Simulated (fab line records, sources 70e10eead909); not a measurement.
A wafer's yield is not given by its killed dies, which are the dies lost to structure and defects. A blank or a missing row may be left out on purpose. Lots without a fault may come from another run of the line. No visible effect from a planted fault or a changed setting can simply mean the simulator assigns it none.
Chamber matching    flow nand-harc    3 sister chambers for NHARC_P_BONDPAD_DEP_00 on pecvd-03
The step deposits SiCN, target thk 250 nm. 16 wafers are shown with their chamber, then 8 later ones without.

== WAFERS WITH THEIR CHAMBER ==
wafer   chamber  heater-power-w (W)
L074.2  1        511
L074.4  1        525
L074.5  2        460
L081.1  0        494
L081.2  1        581
L081.4  1        614
L081.3  2        387
L081.5  2        402
L081.6  0        515
L082.3  0        566
L082.4  1        538
L082.6  0        557
L083.2  1        641
L083.3  2        459
L083.4  2        466
L084.1  0        574

SIGNATURES (means of the wafers above)
reading         chamber 0  chamber 1  chamber 2  scatter within a chamber
heater-power-w  541.20     568.33     434.80     43
Rule: a wafer's distance from a chamber is the root of the sum, over the readings, of the square of ((its reading less the chamber's mean) divided by the reading's scatter). The wafer belongs to the nearest chamber; if the next one is less than 2 further off, it can't be placed. The scatter: take each reading less its chamber's mean, square it, sum over the shown wafers, divide by the number of wafers less the number of chambers, and take the root.

== WAFERS MISSING THEIR CHAMBER ==
wafer   heater-power-w (W)
L084.5  385
L084.6  460
L086.3  635
L086.4  388
L086.6  633
L088.2  559
L088.3  572
L088.5  443

== CHAMBER TAKEN BY EACH ==
wafer   from the rows above           in truth
L084.5  2                             2
L084.6  can't be placed: 2 or 0 or 1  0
L086.3  can't be placed: 1 or 0       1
L086.4  2                             2
L086.6  can't be placed: 1 or 0       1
L088.2  can't be placed: 1 or 0       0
L088.3  can't be placed: 1 or 0       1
L088.5  2                             2
Placed correctly: 3 of 8. Not placeable from these rows: 5 (in 5, the candidates include the true chamber). Wrongly placed: 0.
